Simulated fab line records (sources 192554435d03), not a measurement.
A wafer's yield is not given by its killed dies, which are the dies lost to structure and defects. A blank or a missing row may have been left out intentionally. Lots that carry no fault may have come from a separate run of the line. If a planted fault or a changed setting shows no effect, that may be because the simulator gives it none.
fab line records	flow n5Finfet
[record] lots = 5	wafers = 13	lastDay = 18
route steps=1938 shown WELL_APT@46 PMOS_HMC_CHANNEL_EPI@57 SD_EPI_N@284 BEOL_M4@1111 PASSIVATION@1936
lots untouched by any fault: they come from a run of this same line in which no faults occurred
startH: start of the lot's first displayed wafer, in hours after the record's first day	waitH: how many hours have passed since the lot's step before this one	" identical to the entry in the row above	L1.1+2: a row that stands for several wafers	- no value, or no start was given	* or withheld: withheld	< > ~ a bound
route shown NAME@n: a module of which the file shows steps, and the number in the route of the first	usual: mean/standard deviation taken from wafers without a fault	same: alike in all rows	chamber/n: place in a boat	sites: readings site by site	_std_site: the standard deviation of these	_edge_site: outer sites' mean less inner sites'	radiusMm: for every site, how far away it sits from the centre of the wafer	mask NAME#n: copy n	behind: the last tool/chamber to shape the wafer	hold: why the lot was held/for how many hours/how that ended	device: names the non-switching transistor (n, p or np)	end of line: the same wafers' tests at the end of the route	step lacking rows: just its recipe	killed: dies that structure and defects cost at the first sort, which is not the same as the wafer's yield	map: a wafer's dies, marking killed ones x, the rest . and places with no die _
set.NAME: the setting as run; set.NAME@STEP: as run at that earlier step	model.NAME: the simulator's own value behind a step, which no gauge read
lots at some steps of the route; a table a step, a row a wafer
services: a tool's chamber out of use, with start hour (startH, from the record's first day; less than 0 if before it), hours out, and reason
[[steps]]
[step N5_WELL_APT_DESCUM_30]
[recipe] chemistry = O2	timeS = 7.9	sourcePowerW = 50	biasPowerW = 20	pressureMtorr = 20	rfFrequencyHz = 2.712e+07	tempC = 40	o2FlowSccm = 225
[step N5_WELL_APT_IMPLANT_31]
[recipe] species = B	energyKev = 60	doseCm2 = 1.5e+13	tiltDeg = 0	rotationDeg = 0
[step N5_WELL_APT_IMPLANT_32]
[recipe] species = BF2	energyKev = 50	doseCm2 = 2e+13	tiltDeg = 0	rotationDeg = 0
[step N5_WELL_APT_STRIP_33]
[recipe] chemistry = SPM	timeS = 900	tempC = 130	h2so4H2o2VolRatio = 4	dry = ipaMarangoni
[step N5_WELL_APT_RTA_34]
[recipe] tempC = 1000	timeS = 10	ambient = N2	idleTempC = 600	rampUpCPerS = 150	rampDownCPerS = 60	coolToC = 600
[step N5_WELL_APT_OXIDE_STRIP_42]
[recipe] chemistry = dHF	dilution = 25:1	timeS = 45	tempC = 25	target = SiO2	targetDepthA = 120
[step N5_WELL_APT_PRECLEAN_36]
[recipe] chemistry = O3/DIW	timeS = 45	tempC = 22	o3Ppm = 10
[step N5_WELL_APT_PRECLEAN_39]
[recipe] chemistry = dHF	timeS = 60	dilution = 150:1	tempC = 25
[step N5_WELL_APT_SRD_37]
[recipe] dry = ipaMarangoni	doPpb = 5	timeS = 30	tempC = 23	rinseLiquid = diw
[step N5_WELL_APT_EPI_41]
[recipe] material = Si	targetThkA = 500	tempC = 650	precursor = SiH4/H2	pressureTorr = 20	timeS = 297.7
[usual] lampInnerPct = 13.9/1	runLengthS = 358/3.4	throttleValvePct = 11.09/0.2
lot.wafer	tool	chamber	startH	waitH	lampInnerPct	runLengthS	throttleValvePct	model.Si_of_WELL_APT_EPI_41.thkNm
L407.2	epiRpcvd-03	0	34.33	0.1	15.3	355	11.47	49.29
L407.3	"	0	"	"	15.4	355	11.49	48.5
L407.5	"	0	"	"	15.3	356	11.34	49.64
L410.3	epiRpcvd-03	0	52.58	0.3	15.1	316	11.14	42.01
L410.6	"	0	"	"	14.8	317	11.20	41.87
L412.1	epiRpcvd-03	0	64.55	0.0	15.0	363	11.42	50.17
L412.3	"	0	"	"	15.0	315	11.30	42.7
L415.2	epiRpcvd-03	0	82.85	0.2	15.3	363	11.34	49.92
L415.4	"	0	"	"	15.2	363	11.11	50.16
L415.6	"	0	"	"	15.2	315	11.35	41.49
L426.1	epiRpcvd-04	0	148.27	0.0	13.8	357	10.89	48.79
L426.2	"	0	"	"	14.1	356	11.04	49.36
L426.4	"	0	"	"	13.9	356	11.10	49.13
[step N5_PMOS_HMC_CHANNEL_EPI_HM_DEP_34]
[recipe] material = SiO2	targetThkA = 360	tempC = 400	precursor = TEOS/O2	pressureTorr = 6.5	rfW = 900	teosFlowSccm = 161.4	gas = O2	flowSccm = 2650	timeS = 6.9
[step N5_PMOS_HMC_CHANNEL_EPI_COAT_31]
[recipe] resist = BARC	tempC = 205	timeS = 60	spinRpm = 1500	resistThkNm = 66
[step N5_PMOS_HMC_CHANNEL_EPI_COAT_03]
[recipe] resist = CAR-ArF-block	spinRpm = 1500	resistThkNm = 205
[step N5_PMOS_HMC_CHANNEL_EPI_EBR_05]
[recipe] solvent = PGMEA	ebrWidthMm = 1.5
[step N5_PMOS_HMC_CHANNEL_EPI_SOFTBAKE_04]
[recipe] tempC = 110	timeS = 60	resist = CAR-ArF-block
[step N5_PMOS_HMC_CHANNEL_EPI_EXPOSE_06]
[recipe] maskId = PMOS_HMC_BLK	na = 1.35	sourceShape = conventional	sigmaOuter = 0.8	polarization = unpolarized	targetCdNm = 240	doseMj = 41
[step N5_PMOS_HMC_CHANNEL_EPI_PEB_07]
[recipe] pebTempC = 110	pebTimeS = 60	resist = CAR-ArF-block
[step N5_PMOS_HMC_CHANNEL_EPI_DEVELOP_08]
[recipe] developTimeS = 30	developer = TMAH	resist = CAR-ArF-block	devTempC = 23	rinseLiquid = diw	dry = airSpin
[step N5_PMOS_HMC_CHANNEL_EPI_DESCUM_14]
[recipe] chemistry = O2	timeS = 7.9	sourcePowerW = 50	biasPowerW = 20	pressureMtorr = 20	rfFrequencyHz = 2.712e+07	tempC = 40	resist = CAR-ArF-block	o2FlowSccm = 225
[step N5_PMOS_HMC_CHANNEL_EPI_ETCH_32]
[recipe] chemistry = N2/H2	target = BARC	stopOn = SiO2	targetDepthA = 858	overEtchFrac = 0.3	timeS = 50.3	ionEnergyEv = 200	maskMaterial = CAR-ArF-block	pressureMtorr = 30	sourceW = 840	biasW = 150	n2FlowSccm = 200	h2FlowSccm = 200
[step N5_PMOS_HMC_CHANNEL_EPI_HM_OPEN_15]
[recipe] chemistry = CHF3/O2	target = SiO2	maskMaterial = CAR-ArF-block	targetDepthA = 406	CHF3_flow_sccm = 50	O2_flow_sccm = 5	Ar_flow_sccm = 200	timeS = 20.3	pressureMtorr = 30	sourceW = 650	biasW = 170	ionEnergyEv = 200
[step N5_PMOS_HMC_CHANNEL_EPI_STRIP_33]
[recipe] chemistry = N2/H2	powerW = 500	tempC = 40	pressureMtorr = 50	rfFrequencyHz = 6e+07	overashFraction = 0.3	biasPowerW = 8	h2Frac = 0.5	n2FlowSccm = 300	h2FlowSccm = 300
[step N5_PMOS_HMC_CHANNEL_EPI_STRIP_17]
[recipe] chemistry = SPM	timeS = 750	tempC = 130	h2so4H2o2VolRatio = 4	dry = ipaMarangoni
[step N5_PMOS_HMC_CHANNEL_EPI_ETCH_38]
[recipe] chemistry = CF4	target = SiO2	targetDepthA = 15	ionEnergyEv = 350	pressureMtorr = 10	icpW = 800	biasW = 400	cf4FlowSccm = 80
[step N5_PMOS_HMC_CHANNEL_EPI_FIN_RECESS_16]
[recipe] chemistry = HBr/Cl2	target = Si	maskMaterial = SiO2	targetDepthA = 540	timeS = 18	pressureMtorr = 10	icpW = 800	biasW = 75	HBr_flow_sccm = 150	Cl2_flow_sccm = 80
[step N5_PMOS_HMC_CHANNEL_EPI_PRECLEAN_36]
[recipe] chemistry = O3/DIW	timeS = 45	tempC = 22	o3Ppm = 10
[step N5_PMOS_HMC_CHANNEL_EPI_PRECLEAN_18]
[recipe] chemistry = DHF	timeS = 30	tempC = 25	dilution = withheld
[step N5_PMOS_HMC_CHANNEL_EPI_SRD_19]
[recipe] dry = ipaMarangoni	doPpb = 5	timeS = 30	tempC = 23	rinseLiquid = diw
[step N5_PMOS_HMC_CHANNEL_EPI_EPI_20]
[recipe] material = SiGe30	maskMaterial = SiO2	pressureTorr = 20	targetThkA = 590	tempC = 600
[step N5_PMOS_HMC_CHANNEL_EPI_HM_STRIP_35]
[recipe] chemistry = dHF	tempC = 25	material = SiO2	target = SiO2	targetDepthA = 396	timeS = 216
[step N5_PMOS_HMC_CHANNEL_EPI_SRD_39]
[recipe] dry = ipaMarangoni	timeS = 30	tempC = 23	rinseLiquid = diw
[step N5_PMOS_HMC_CHANNEL_EPI_CMP_21]
[recipe] material = SiGe30	postCmpClean = alkalineBrush	targetThkNm = 54
[step N5_PMOS_HMC_CHANNEL_EPI_PRECLEAN_40]
[recipe] chemistry = DHF	timeS = 30	tempC = 25	dilution = withheld
[step N5_PMOS_HMC_CHANNEL_EPI_PRECLEAN_37]
[recipe] chemistry = O3/DIW	timeS = 45	tempC = 22	o3Ppm = 10
[step N5_SD_EPI_N_STRIP_18]
[recipe] chemistry = SPM	timeS = 750	tempC = 130	h2so4H2o2VolRatio = 4
lot.wafer	tool	chamber	startH	waitH	model.Si_of_WELL_APT_EPI_41.thkNm
L407.2+5	wetBench-04	1,5	68.75	0.0	6.8
L407.3	"	2	"	"	6
L410.3+6	wetBench-02	1,4	96.96	0.0	4.6
L412.1	wetBench-04	2	102.42	0.0	9.4
L412.3	"	6	"	"	4.4
L415.2	wetBench-03	7	121.07	0.0	8
L415.4	"	4	"	"	7.4
L415.6	"	6	"	"	4.6
L426.1+4	wetBench-04	5,2	183.87	0.0	7.4
L426.2	"	7	"	"	6.8
[step N5_BEOL_M4_RC_MEAS_101]
[usual] CJ_N = 4.38/0.091	CJ_P = 5.85/0.16	DIBL_N = 35.8/1.8	DIBL_P = 35.9/2.2	IOFF_N = 0.16/0.035	IOFF_P = 0.21/0.04	ION_N = 672/11	ION_P = 461/7.4	RS_NWELL = 1038/7.1	RS_PWELL = 3018/21	SS_N = 71.4/0.64	SS_P = 73.2/0.67	VT_N = 250/3.5	VT_P = -251/3.4
lot.wafer	tool	chamber	startH	waitH	CJ_N	CJ_P	DIBL_N[mV/V]	DIBL_P[mV/V]	IOFF_N[nA/um]	IOFF_P[nA/um]	ION_N[uA/um]	ION_P[uA/um]	RS_NWELL[ohm/sq]	RS_PWELL[ohm/sq]	SS_N[mV/dec]	SS_P[mV/dec]	VT_N[mV]	VT_P[mV]
L407.2	prober-02	0	183.59	0.2	4.50	5.82	31.9	29.9	0.10	0.15	648	449	1035	3021	70.3	72.2	257	-255
L407.3	"	0	"	"	4.46	5.74	36.8	36.2	0.18	0.24	679	465	1031	3019	71.6	73.2	249	-249
L407.5	"	0	"	"	4.55	5.93	36.0	36.3	0.17	0.23	674	466	1037	3010	71.3	72.9	249	-247
L412.1	prober-02	0	213.59	0.0	4.26	6.11	34.0	34.4	0.12	0.18	655	458	1048	3000	70.8	72.5	252	-252
L412.3	"	0	"	"	4.89	4.30	36.3	38.7	0.14	0.24	659	466	1062	3133	71.5	74.6	252	-250
L410.3	prober-01	0	217.14	0.3	4.93	4.61	34.4	37.2	0.12	0.18	641	454	1051	3156	70.8	73.0	256	-255
L410.6	"	0	"	"	5.02	5.00	34.5	36.5	0.12	0.17	648	455	1059	3107	71.1	72.6	254	-252
L415.2	prober-02	0	238.92	0.2	4.36	5.74	34.1	34.0	0.13	0.16	673	455	1048	3057	71.6	72.8	253	-257
L415.4	"	0	"	"	4.43	5.67	36.2	34.3	0.15	0.18	663	449	1027	3056	71.9	73.0	252	-252
L415.6	"	0	"	"	4.79	4.53	34.8	35.8	0.12	0.19	651	457	1059	3118	71.2	73.0	254	-251
L426.1	prober-02	0	308.84	0.0	4.39	5.53	37.2	35.6	0.16	0.21	680	468	1041	3010	71.4	72.7	250	-251
L426.2	"	0	"	"	4.51	5.77	34.5	31.9	0.12	0.17	660	462	1038	3037	71.7	72.6	254	-253
L426.4	"	0	"	"	4.42	5.55	35.4	33.2	0.13	0.18	665	455	1040	3048	71.1	73.0	253	-253
[step N5_PASSIVATION_PROBE_49]
[usual] defectLimitedYield = 91.0/1.5	killed_at_M0_to_M3 = 34/9.1	killed_at_M4_up = 14/5.7	killedAtContacts = 13/5.7	killedAtFrontEnd = 42/12	killedAtOther = 4/3.4	killedDies = 106/17	killedOpen = 70/13	killedShort = 34/7.5	sort_bin_5_function = 5.2/0.94	sort_bin_6_memory = 3.4/0.69	sort_bin_8_speed = 0.00/0.029	sortNPass = 1074/17	sortYieldPct = 91.0/1.5
[same] grossDies = 1180	killedAtBackSide = 0	sort_bin_4_leakage[%] = 0
lot.wafer	tool	chamber	startH	waitH	defectLimitedYield[%]	killed_at_M0_to_M3	killed_at_M4_up	killedAtContacts	killedAtFrontEnd	killedAtOther	killedDies	killedOpen	killedShort	sort_bin_5_function[%]	sort_bin_6_memory[%]	sort_bin_8_speed[%]	sortNPass	sortYieldPct[%]
L407.2	prober-01	-	294.15	0.1	90.4	38	5	19	48	3	113	73	40	5.3	4.0	0	1067	90.4
L407.3	prober-01	-	294.20	0.1	90.8	38	17	13	32	9	109	76	32	4.9	4.2	0	1071	90.8
L407.5	prober-01	-	294.30	0.2	89.1	26	18	34	48	3	129	99	30	6.4	4.2	0	1051	89.1
L412.1	prober-02	-	314.37	0.0	91.8	39	16	7	34	1	97	60	34	4.2	3.5	0	1083	91.8
L412.3	prober-02	-	314.47	0.1	90.8	23	15	11	58	2	109	76	32	6.0	2.9	0	1071	90.8
L410.3	prober-01	-	322.99	0.1	91.6	25	14	15	41	4	99	65	33	4.8	3.2	0.17	1079	91.4
L410.6	prober-01	-	323.14	0.3	91.0	33	11	12	46	4	106	62	41	4.8	4.0	0	1074	91.0
L415.2	prober-01	-	333.86	0.1	93.1	24	7	12	33	6	82	50	31	3.8	3.0	0	1098	93.1
L426.1	prober-01	-	422.53	0.0	90.8	48	14	10	37	0	109	61	42	5.2	3.4	0	1071	90.8
L426.2	prober-01	-	422.58	0.1	91.2	33	14	15	38	4	104	78	26	5.3	3.2	0	1076	91.2
L426.4	prober-01	-	422.68	0.2	91.6	39	10	13	32	5	99	59	37	5.3	2.9	0	1081	91.6
// killed by level:class
L407.2 MOL_CONTACT_COAG:geometricParticle:open=14 BEOL_M2:geometricParticle:open=13 FIN_SAQP:geometricParticle:open=8 DUMMY_GATE:geometricParticle:open=8 FIN_SAQP:geometricParticle:short=7 STI_FIN_REVEAL:geometricParticle:open=7 BEOL_M0:geometricParticle:open=7 STI_FIN_REVEAL:geometricParticle:short=6
L407.3 MOL_CONTACT_COAG:geometricParticle:open=12 BEOL_M4:geometricParticle:open=9 BEOL_M0_SAQP:geometricParticle:short=8 BEOL_M3:geometricParticle:open=8 DUMMY_GATE:geometricParticle:open=7 BEOL_M0_SAQP:geometricParticle:open=6 BEOL_M2:geometricParticle:open=6 FIN_SAQP:geometricParticle:open=5
L407.5 MOL_CONTACT_COAG:geometricParticle:open=28 STI_FIN_REVEAL:geometricParticle:open=18 FIN_SAQP:geometricParticle:open=11 BEOL_M4:geometricParticle:open=9 FIN_SAQP:geometricParticle:short=8 BEOL_M2:geometricParticle:open=7 MOL_CONTACT_COAG:geometricParticle:short=6 BEOL_M0_SAQP:geometricParticle:open=5
L412.1 BEOL_M0_SAQP:geometricParticle:short=9 BEOL_M3:geometricParticle:open=8 BEOL_M1:geometricParticle:open=7 FIN_SAQP:geometricParticle:open=6 MOL_CONTACT_COAG:geometricParticle:open=6 GATE_CUT:geometricParticle:open=5 BEOL_M4:geometricParticle:open=5 BEOL_M2:geometricParticle:short=5
L412.3 FIN_SAQP:geometricParticle:open=21 BEOL_M4:geometricParticle:open=10 MOL_CONTACT_COAG:geometricParticle:open=9 FIN_SAQP:geometricParticle:short=7 DUMMY_GATE:geometricParticle:open=6 BEOL_M0_SAQP:geometricParticle:short=6 GATE_CUT:geometricParticle:short=5 BEOL_M0_SAQP:geometricParticle:open=5
L410.3 MOL_CONTACT_COAG:geometricParticle:open=12 BEOL_M2:geometricParticle:open=11 STI_FIN_REVEAL:geometricParticle:open=9 BEOL_M4:geometricParticle:open=8 GATE_CUT:geometricParticle:short=7 BEOL_M1:geometricParticle:open=6 FIN_SAQP:geometricParticle:open=5 GATE_CUT:geometricParticle:open=5
L410.6 BEOL_M2:geometricParticle:open=12 STI_FIN_REVEAL:geometricParticle:open=9 MOL_CONTACT_COAG:geometricParticle:open=9 GATE_CUT:geometricParticle:short=8 FIN_SAQP:geometricParticle:open=7 BEOL_M4:geometricParticle:open=6 BEOL_M1:geometricParticle:short=6 STARTING-WAFER:geometricParticle:short=6
L415.2 FIN_SAQP:geometricParticle:open=10 FIN_SAQP:geometricParticle:short=10 MOL_CONTACT_COAG:geometricParticle:open=10 BEOL_M1:geometricParticle:open=8 BEOL_M0_SAQP:geometricParticle:open=6 BEOL_M0_SAQP:geometricParticle:short=6 GATE_CUT:geometricParticle:short=4 BEOL_M4:geometricParticle:open=3
L426.1 BEOL_M0_SAQP:geometricParticle:open=15 BEOL_M0_SAQP:geometricParticle:short=13 BEOL_M2:geometricParticle:open=11 MOL_CONTACT_COAG:geometricParticle:open=9 FIN_SAQP:geometricParticle:short=6 BEOL_M4:geometricParticle:open=6 HKMG_FIN:areaEtch=6 ILD0:geometricParticle:short=5
L426.2 STI_FIN_REVEAL:geometricParticle:open=17 MOL_CONTACT_COAG:geometricParticle:open=10 BEOL_M0_SAQP:geometricParticle:short=9 BEOL_M2:geometricParticle:open=9 GATE_CUT:geometricParticle:open=6 MOL_CONTACT_COAG:geometricParticle:short=5 BEOL_M0_SAQP:geometricParticle:open=5 BEOL_M3:geometricParticle:open=5
L426.4 MOL_CONTACT_COAG:geometricParticle:open=10 BEOL_M2:geometricParticle:open=10 GATE_CUT:geometricParticle:short=9 BEOL_M0_SAQP:geometricParticle:short=7 BEOL_M0_SAQP:geometricParticle:open=6 BEOL_M1:geometricParticle:open=6 BEOL_M2:geometricParticle:short=5 FIN_SAQP:geometricParticle:open=4
[[services]]
tool	chamber	startH	hours	kind
epiRpcvd-04	-	27.26	1.6	repair
epiRpcvd-04	-	143.50	2.8	pm
[[key]]
[firstSign] step = N5_WELL_APT_EPI_41	reading = runLengthS	direction = down	sigmas = 12	usual = *	struck = *
[effect] step = N5_BEOL_M4_RC_MEAS_101	reading = CJ_P	direction = down	sigmas = 7.7	usual = 5.85	struck = 4.61
[effect] step = N5_BEOL_M4_RC_MEAS_101	reading = CJ_N	direction = up	sigmas = 5.9	usual = 4.38	struck = 4.91
[effect] step = N5_BEOL_M4_RC_MEAS_101	reading = RS_PWELL	direction = up	sigmas = 5.3	usual = 3018	struck = 3128
[effect] step = N5_BEOL_M4_RC_MEAS_101	reading = RS_NWELL	direction = up	sigmas = 2.8	usual = 1038	struck = 1058
[effect] step = N5_BEOL_M4_RC_MEAS_101	reading = ION_N	direction = down	sigmas = 2	usual = 672	struck = 650
[modelEffect] step = N5_WELL_APT_EPI_41	value = Si_of_WELL_APT_EPI_41.thkNm	without = 50.02	struck = 42.02
[modelEffect] step = N5_SD_EPI_N_STRIP_18	value = Si_of_WELL_APT_EPI_41.thkNm	without = 8.6	struck = 4.55
metAt N5_WELL_APT_EPI_41
struckWafers L410.3,L410.6,L412.3,L415.6
onsetBetween 34.33 52.58
[fault] kind = processParameterDrift	tool = epiRpcvd-03	chamber = -	onsetH = 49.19	steps = N5_WELL_APT_EPI_41	channel = timeS	offset = *	shape = step	endH = 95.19	scope = struckWafersOnly	actsIn = *	stated = *
